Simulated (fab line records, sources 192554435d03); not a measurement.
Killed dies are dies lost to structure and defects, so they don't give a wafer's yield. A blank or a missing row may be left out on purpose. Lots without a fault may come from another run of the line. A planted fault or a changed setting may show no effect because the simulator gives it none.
Chamber matching | flow n5_finfet | N5_BEOL_M1_ETCH_63 on rie_diel-02: 4 sister chambers
The step etches SiARC in CF4, target depth 15.6 nm, time 26 s. 16 wafers are shown with their chamber, then 8 later ones without.

WAFERS WITH THEIR CHAMBER
wafer  | chamber | showerhead_plenum_p_Torr (Torr) | throttle_valve_pct (%) | oes_product_au (a.u.)
L077.1 | 1       | 2.05                            | 15.9                   | 0.60
L077.5 | 1       | 2.05                            | 15.9                   | 0.60
L077.6 | 0       | 2.10                            | 15.3                   | 0.84
L078.1 | 1       | 2.05                            | 15.9                   | 0.60
L078.3 | 0       | 2.10                            | 15.3                   | 0.82
L078.6 | 0       | 2.10                            | 15.3                   | 0.83
L080.3 | 1       | 2.05                            | 15.9                   | 0.60
L080.4 | 1       | 2.04                            | 15.9                   | 0.61
L080.5 | 0       | 2.09                            | 15.3                   | 0.81
L084.2 | 3       | 2.04                            | 15.8                   | 0.59
L084.4 | 2       | 2.10                            | 15.6                   | 0.83
L084.6 | 1       | 2.04                            | 16.0                   | 0.60
L091.2 | 2       | 2.10                            | 15.6                   | 0.78
L091.4 | 2       | 2.10                            | 15.6                   | 0.78
L091.6 | 0       | 2.09                            | 15.4                   | 0.77
L094.2 | 0       | 2.09                            | 15.4                   | 0.76

SIGNATURES (means of the wafers above)
reading                  | chamber 0 | chamber 1 | chamber 2 | chamber 3 | scatter within a chamber
showerhead_plenum_p_Torr | 2.0950    | 2.0467    | 2.1000    | 2.0400    | 0.00486
throttle_valve_pct       | 15.333    | 15.917    | 15.600    | 15.800    | 0.0425
oes_product_au           | 0.8050    | 0.6017    | 0.7967    | 0.5900    | 0.0243
Rule: a wafer's distance from a chamber is the root of the sum, over the readings, of the square of ((its reading less the chamber's mean) divided by the reading's scatter). The wafer belongs to the nearest chamber; if the next one is less than 2 further off, it can't be placed. The scatter: the root of (the sum of the squares of (reading less its chamber's mean) over the shown wafers, divided by (wafers less chambers)).

WAFERS WITHOUT THEIR CHAMBER
wafer  | showerhead_plenum_p_Torr (Torr) | throttle_valve_pct (%) | oes_product_au (a.u.)
L094.3 | 2.10                            | 15.6                   | 0.79
L094.6 | 2.10                            | 15.6                   | 0.78
L096.1 | 2.04                            | 15.8                   | 0.58
L096.3 | 2.09                            | 15.4                   | 0.76
L096.5 | 2.04                            | 15.8                   | 0.58
L097.1 | 2.10                            | 15.6                   | 0.77
L097.2 | 2.09                            | 15.4                   | 0.75
L097.3 | 2.04                            | 16.0                   | 0.58

WHICH CHAMBER EACH WENT THROUGH
wafer  | from the rows above | in truth
L094.3 | 2                   | 2
L094.6 | 2                   | 2
L096.1 | 3                   | 3
L096.3 | 0                   | 0
L096.5 | 3                   | 3
L097.1 | 2                   | 2
L097.2 | 0                   | 0
L097.3 | 1                   | 1
Placed correctly: 8 of 8. Can't be placed from these rows: 0. Placed wrongly: 0.
